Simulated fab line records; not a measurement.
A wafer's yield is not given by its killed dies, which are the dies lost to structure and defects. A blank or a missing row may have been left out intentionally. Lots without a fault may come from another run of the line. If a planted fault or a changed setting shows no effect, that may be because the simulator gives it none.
Which of the tools did it? + flow n5-finfet + 12 lots with 36 wafers sampled at 3 steps, on a route of 1938 steps

== WHAT EACH GAUGE READ, for each wafer ==
N5_BEOL_M8_RS_MEAS_57: measurement is done with a four-point probe. Usual: M8_RS 0.288 ohm/sq, standard deviation 0.0068.
| lot  | measured     | on            | M8_RS (ohm/sq)    | flag |
|------|--------------|---------------|-------------------|------|
| L822 | day 10 03:43 | film-metro-01 | 0.283 0.288 0.280 |      |
| L824 | day 10 13:59 | film-metro-02 | 0.280 0.280 0.287 |      |
| L825 | day 10 17:52 | film-metro-01 | 0.291 0.275 0.281 |      |
| L827 | day 11 08:40 | film-metro-02 | 0.286 0.276 0.286 |      |
| L828 | day 11 13:53 | film-metro-01 | 0.287 0.294 0.299 |      |
| L831 | day 11 14:36 | film-metro-02 | 0.288 0.294 0.284 |      |
| L833 | day 12 14:37 | film-metro-01 | 0.284 0.285 0.281 |      |
| L832 | day 12 16:19 | film-metro-01 | 0.290 0.291 0.283 |      |
| L837 | day 13 14:06 | film-metro-01 | 0.293 0.285 0.289 |      |
| L839 | day 14 03:26 | film-metro-02 | 0.301 0.285 0.307 |      |
| L842 | day 14 07:56 | film-metro-01 | 0.287 0.289 0.297 |      |
| L840 | day 14 13:27 | film-metro-02 | 0.285 0.289 0.286 |      |

N5_BEOL_M9_THK_MEAS_01. Usual: M9_ILD_THK 268 nm, standard deviation 3.2.
| lot  | measured     | on            | M9_ILD_THK (nm) | flag |
|------|--------------|---------------|-----------------|------|
| L822 | day 10 04:22 | film-metro-01 | 269 267 271     |      |
| L824 | day 10 14:38 | film-metro-01 | 265 271 272     |      |
| L825 | day 10 18:31 | film-metro-01 | 266 270 271     |      |
| L827 | day 11 09:29 | film-metro-02 | 267 268 269     |      |
| L828 | day 11 14:32 | film-metro-01 | 266 263 265     |      |
| L831 | day 11 15:15 | film-metro-01 | 270 272 272     |      |
| L833 | day 12 15:16 | film-metro-02 | 267 271 268     |      |
| L832 | day 12 16:58 | film-metro-01 | 271 272 271     |      |
| L837 | day 13 15:22 | film-metro-02 | 264 268 263     |      |
| L839 | day 14 04:05 | film-metro-02 | 271 269 268     |      |
| L842 | day 14 08:35 | film-metro-01 | 266 265 268     |      |
| L840 | day 14 14:35 | film-metro-01 | 269 272 270     |      |

== TOOL THAT RAN EACH LOT (tool first, then ch and the chambers of the sampled wafers, then the start) ==
| lot  | N5_BEOL_M8_DEP_56               |
|------|---------------------------------|
| L822 | pecvd-03 ch 0,1,2, day 10 03:39 |
| L824 | pecvd-02 ch 0,1, day 10 13:55   |
| L825 | pecvd-03 ch 1,2, day 10 17:48   |
| L827 | pecvd-01 ch 0,1, day 11 08:36   |
| L828 | pecvd-01 ch 0,1,2, day 11 13:49 |
| L831 | pecvd-01 ch 0,1,2, day 11 14:32 |
| L833 | pecvd-01 ch 0,2, day 12 14:33   |
| L832 | pecvd-02 ch 0,1, day 12 16:15   |
| L837 | pecvd-01 ch 0,1,2, day 13 14:01 |
| L839 | pecvd-01 ch 1,2, day 14 03:22   |
| L842 | pecvd-02 ch 0,1,2, day 14 07:52 |
| L840 | pecvd-03 ch 0,1,2, day 14 13:23 |
- N5_BEOL_M8_DEP_56: deposits SiCN from 3MS/NH3, target thk 10 nm, time 17.5 s.

== WHAT THE TOOLS THEMSELVES READ (means of the sampled wafers that have a number; where no wafer has one, the mark that the record gives instead) ==
N5_BEOL_M8_DEP_56. Usual: showerhead-plenum-p-Torr 3.663 Torr, standard deviation 0.017; throttle-valve-pct 9.1 %, standard deviation 0.46.
| lot  | tool     | showerhead-plenum-p-Torr (Torr) | throttle-valve-pct (%) | flag |
|------|----------|---------------------------------|------------------------|------|
| L822 | pecvd-03 | 3.670                           | 9.3                    |      |
| L824 | pecvd-02 | 3.657                           | 9.2                    |      |
| L825 | pecvd-03 | 3.661                           | 9.4                    |      |
| L827 | pecvd-01 | 3.681                           | 9.2                    |      |
| L828 | pecvd-01 | 3.661                           | 8.9                    |      |
| L831 | pecvd-01 | 3.663                           | 8.9                    |      |
| L833 | pecvd-01 | 3.658                           | 8.9                    |      |
| L832 | pecvd-02 | 3.674                           | 9.4                    |      |
| L837 | pecvd-01 | 3.662                           | 8.9                    |      |
| L839 | pecvd-01 | 3.672                           | 8.9                    |      |
| L842 | pecvd-02 | 3.658                           | 9.2                    |      |
| L840 | pecvd-03 | 3.660                           | 9.4                    |      |

== THE ANSWER, worked out from the rows above alone ==
Rule: a lot counts as off when the mean over its wafers that have a number is more than 3 standard deviations away from the usual mean. Also off: a lot with no number at a reading for which 4 or more lots have one. Where the step has rows for the other lots, those lots are counted as sound. Order of review: gauges by route order, followed by the tools' own readings, for which a lot's mean as printed above is used. The first step at which some lot is off is used, and at that step the reading that is off furthest; a lot without a number counts as furthest.
No lot is off on any of the readings shown, so nothing can be concluded from this.

== WHAT THE SIMULATOR PUT IN ==
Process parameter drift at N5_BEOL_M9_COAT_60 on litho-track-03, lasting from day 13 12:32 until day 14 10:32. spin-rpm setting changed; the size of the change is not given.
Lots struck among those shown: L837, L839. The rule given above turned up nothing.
